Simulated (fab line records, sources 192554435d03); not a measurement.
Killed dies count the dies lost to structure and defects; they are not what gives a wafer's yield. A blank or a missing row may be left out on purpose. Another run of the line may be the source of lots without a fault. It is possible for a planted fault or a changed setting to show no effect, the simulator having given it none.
Chamber matching    flow n5Finfet    N5_BEOL_M14_DESCUM_15 on rieDiel-05 has 4 sister chambers
The step chemistry O2, time 7.9 s. 24 wafers are shown with their chamber, then 12 later ones without.

## WAFERS WITH THEIR CHAMBER
wafer   chamber  throttleValvePct (%)  drypumpMotorCurrentA (A)  showerheadPlenumPTorr (Torr)
L078.1  2        20.14                 5.2                       2.12
L078.2  0        19.92                 5.9                       2.03
L078.3  3        20.65                 4.9                       2.00
L078.4  3        20.67                 4.9                       2.00
L078.5  2        20.13                 5.2                       2.12
L078.6  0        19.93                 6.0                       2.03
L083.3  3        20.68                 4.9                       2.00
L083.5  0        19.96                 5.9                       2.03
L083.6  3        20.67                 4.9                       2.00
L086.1  1        20.51                 6.4                       1.99
L086.2  3        20.67                 4.9                       1.99
L086.3  0        19.96                 5.9                       2.02
L086.4  1        20.51                 6.5                       1.99
L086.5  0        19.93                 5.9                       2.02
L086.6  3        20.68                 4.9                       1.99
L089.2  3        20.71                 4.8                       1.99
L089.5  3        20.70                 4.8                       1.99
L089.6  0        19.97                 5.9                       2.02
L087.2  0        19.97                 5.9                       2.02
L087.3  1        20.51                 6.4                       1.98
L087.5  0        19.96                 5.9                       2.02
L091.4  0        19.97                 5.9                       2.02
L091.5  0        19.97                 5.9                       2.02
L091.6  1        20.54                 6.4                       1.98

SIGNATURES (means of the wafers above)
reading                chamber 0  chamber 1  chamber 2  chamber 3  scatter within a chamber
throttleValvePct       19.9540    20.5175    20.1350    20.6788    0.0182
drypumpMotorCurrentA   5.910      6.425      5.200      4.875      0.0397
showerheadPlenumPTorr  2.0230     1.9850     2.1200     1.9950     0.00505
Rule: for each reading, subtract the chamber's mean from the wafer's reading, divide by that reading's scatter and square the result; add these up over the readings and take the root, which gives the wafer's distance from the chamber. The wafer belongs to the nearest chamber; if the next one is less than 2 further off, it can't be placed. The scatter: take each reading less its chamber's mean, square it, sum over the shown wafers, divide by the number of wafers less the number of chambers, and take the root.

## WAFERS WITHOUT THEIR CHAMBER
wafer   throttleValvePct (%)  drypumpMotorCurrentA (A)  showerheadPlenumPTorr (Torr)
L095.1  20.56                 6.4                       1.98
L095.2  20.19                 5.2                       2.11
L095.3  19.99                 5.9                       2.01
L095.4  20.56                 6.4                       1.98
L095.5  20.21                 5.2                       2.11
L095.6  19.99                 5.9                       2.01
L096.3  20.17                 5.2                       2.11
L096.5  19.99                 6.0                       2.01
L096.6  20.57                 6.4                       1.98
L097.1  20.21                 5.2                       2.11
L097.2  20.55                 6.5                       1.98
L097.6  19.99                 5.9                       2.01

## WHICH CHAMBER EACH ONE RAN IN
wafer   from the rows above  in truth
L095.1  1                    1
L095.2  2                    2
L095.3  0                    0
L095.4  1                    1
L095.5  2                    2
L095.6  0                    0
L096.3  2                    2
L096.5  0                    0
L096.6  1                    1
L097.1  2                    2
L097.2  1                    1
L097.6  0                    0
Correctly placed: 12 of 12. From these rows, 0 cannot be placed. Number placed wrongly: 0.
